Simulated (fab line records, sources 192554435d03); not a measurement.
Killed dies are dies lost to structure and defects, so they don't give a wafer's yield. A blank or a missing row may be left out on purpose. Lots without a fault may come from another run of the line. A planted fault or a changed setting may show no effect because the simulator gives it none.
A struck lot beside a sound one | flow n5_finfet | 21 steps out of a route of 1938
Sound: wafers L823.1, L823.4, L823.6. Struck: wafers L827.1, L827.3, L827.4. The cause comes at the end.
At each step with rows: each side's tool, then ch and its chambers, then its first start. Under that, the readings that differ: sound wafers | struck wafers | difference of the means | sigmas: that difference in standard deviations of wafers without a fault.
alike: readings whose means differ by less than 2 such deviations, and words and numbers that are the same on both sides. not compared: withheld readings, readings that some wafer has no value for, bounds like >300 that may hide the same value, and numbers for which the record gives no deviation and whose values overlap.
The two part at a step that has a row with sigmas, a row that says differs or no value, or rows on one side only. Numbers that don't overlap but have no deviation are shown without sigmas and don't part them. A reading that every wafer of one side lacks parts them only if that side has two wafers or more.

first, 9 steps without rows for these wafers: N5_BEOL_M3_CO_CAP_55 (material Co, precursor CCTBA/H2, target thk 2 nm, time 102.1 s); N5_BEOL_M3_PRE_CLEAN_56 (time 15 s); N5_BEOL_M3_DEP_57 (deposits SiCN from 3MS/NH3, target thk 8 nm, time 14 s); N5_BEOL_M4_ILD_DEP_00 (deposits SiOC from DEMS/O2, target thk 79 nm, time 15.3 s); N5_BEOL_M4_PECVD_72 (deposits SiO2 from TEOS/O2, target thk 16 nm, time 18 s); N5_BEOL_M4_HM_DEP_02 (deposits TiN, target thk 20 nm); N5_BEOL_M4_COAT_61 (time 60 s, resist thk 60 nm); N5_BEOL_M4_COAT_62 (time 60 s, resist thk 12 nm); N5_BEOL_M4_COAT_73 (time 60 s, resist thk 5 nm).
N5_BEOL_M4_COAT_05: resist thk 30 nm.
  sound on litho_track-03 ch 0, day 10 14:10; struck on litho_track-03 ch 0, day 11 22:01
  reading                                      | sound                | struck               | difference | sigmas
  spin_speed_rpm (rpm)                         | 1499.6 1500.4 1499.7 | 1814.5 1813.7 1814.6 | +314.4     | +99 or more
  model.CAR-EUV_of_BEOL_M4_COAT_05.thk_nm (nm) | 30 30 30             | 27.2 27.2 27.2       | -2.8       |
  alike: chill_plate_temp_C, resist_line_temp_C
then, 7 steps without rows for these wafers: N5_BEOL_M4_EBR_07; N5_BEOL_M4_SOFTBAKE_06 (time 60 s); N5_BEOL_M4_EXPOSE_08 (exposes mask M4); N5_BEOL_M4_PEB_09 (peb time 60 s); N5_BEOL_M4_DEVELOP_10 (develop time 30 s); N5_BEOL_M4_DESCUM_16 (chemistry O2, time 7 s); N5_BEOL_M4_ETCH_74 (etches underlayer in N2/H2, target depth 6.5 nm, time 5.2 s).
N5_BEOL_M4_ETCH_63: etches SiARC in CF4, target depth 15.6 nm, time 26 s.
  sound on rie_diel-06 ch 0,1, day 10 14:36; struck on rie_diel-06 ch 1,2,3, day 11 22:44
  reading                                      | sound          | struck      | difference | sigmas
  model.CAR-EUV_of_BEOL_M4_COAT_05.thk_nm (nm) | 11.2 11.2 11.2 | 8.4 8.2 8.2 | -2.9       |
  alike: chamber_pressure_mTorr, drypump_motor_current_A, etch_rf_on_time_s, oes_product_au, rf_vpp_V, showerhead_plenum_p_Torr, throttle_valve_pct
  not compared: rf_hours_counter_h
then, 1 step without rows for these wafers: N5_BEOL_M4_ETCH_64 (etches SOC in N2/H2, target depth 75 nm, overetch 22.5 nm, time 121.9 s).
N5_BEOL_M4_RC_MEAS_101:
  sound on prober-02 ch 0, day 10 20:55; struck on prober-02 ch 0, day 12 07:55
  reading        | sound                | struck               | difference | sigmas
  IOFF_P (nA/um) | 0.162 0.183 0.192    | 0.249 0.260 0.236    | +0.069     | +3
  ION_P (uA/um)  | 451 454 458          | 474 470 463          | +15        | +2
  VT_P (mV)      | -255.3 -251.9 -252.9 | -247.0 -246.2 -247.9 | +6.3       | +2
  alike: DIBL_N, DIBL_P, IOFF_N, ION_N, SS_N, SS_P, VT_N
-- the record jumps here: 4 days lie between the struck wafers' starts before and after (it left off in module BEOL_M4 and takes up again in module PASSIVATION, whose first step shown is number 1936 of the route) --
N5_PASSIVATION_PROBE_49:
  sound on prober-01, day 14 20:33; struck on prober-02, day 16 14:04
  alike: defect_limited_yield, killed_at_M0_to_M3, killed_at_M4_up, killed_at_contacts, killed_at_front_end, killed_at_other, killed_dies, killed_on_rim, killed_open, killed_short, sort_bin_5_function, sort_bin_6_memory, sort_n_pass, sort_yield_pct

WHERE THEY PART
First at N5_BEOL_M4_COAT_05; last, within this record, at N5_BEOL_M4_RC_MEAS_101. Later steps at which nothing parts them and some readings are alike: N5_PASSIVATION_PROBE_49.

WHY: what the simulator had put in
Process parameter drift: litho_track-03, from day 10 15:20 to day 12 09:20, at N5_BEOL_M4_COAT_05. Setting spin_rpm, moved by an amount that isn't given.
